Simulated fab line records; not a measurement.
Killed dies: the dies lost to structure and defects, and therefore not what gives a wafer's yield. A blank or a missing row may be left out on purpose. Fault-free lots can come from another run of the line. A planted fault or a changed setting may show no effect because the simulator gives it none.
Matching of chambers | flow nand harc | NHARC_P_M0_ETCH_15 on rie diel-02: 4 sister chambers
The step etches the open film in C4F8/Ar, target depth 150 nm, overetch 15 nm, time 82.5 s. 8 wafers are shown with their chamber, then 7 later ones without.

== WAFERS PAIRED WITH THEIR CHAMBERS ==
wafer  | chamber | rf vpp V (V) | oes product au (a.u.)
L413.6 | 3       | 439.6        | 0.957
L414.2 | 2       | 440.0        | 0.954
L414.6 | 3       | 440.3        | 0.958
L426.1 | 0       | 436.0        | 0.938
L426.5 | 2       | 439.2        | 0.931
L426.6 | 1       | 438.5        | 0.937
L427.3 | 0       | 436.9        | 0.970
L427.5 | 1       | 439.2        | 0.975

== WAFERS WHOSE CHAMBER IS MISSING ==
wafer  | rf vpp V (V) | oes product au (a.u.)
L427.6 | 437.6        | 0.975
L429.4 | 439.6        | 0.980
L429.5 | 439.3        | 0.972
L429.6 | 437.7        | 0.950
L428.2 | 437.7        | 0.977
L428.3 | 439.2        | 0.971
L428.4 | 436.3        | 0.957

== THE CHAMBER EACH PASSED THROUGH ==
wafer  | from the rows above               | in truth
L427.6 | can't be placed: 0 or 1 or 2      | 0
L429.4 | can't be placed: 3 or 1 or 2      | 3
L429.5 | can't be placed: 1 or 3 or 2      | 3
L429.6 | can't be placed: 1 or 0 or 2 or 3 | 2
L428.2 | can't be placed: 1 or 0 or 2 or 3 | 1
L428.3 | can't be placed: 1 or 3 or 2      | 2
L428.4 | 0                                 | 0
1 of 7 placed correctly. Cannot be placed on the basis of these rows: 6; the candidates contain the true chamber in 6. Wrongly placed: 0.
How it was worked out, from the rows above alone: a wafer's distance from a chamber is the root of the sum, over the readings, of the square of ((its reading less the chamber's mean) divided by the reading's scatter). The wafer belongs to the nearest chamber; if the next one is less than 2 further off, it can't be placed. For every chamber, the mean is computed from those of its wafers that are shown. The scatter: the root of (the sum of the squares of (reading less its chamber's mean) over the shown wafers, divided by (wafers less chambers)).
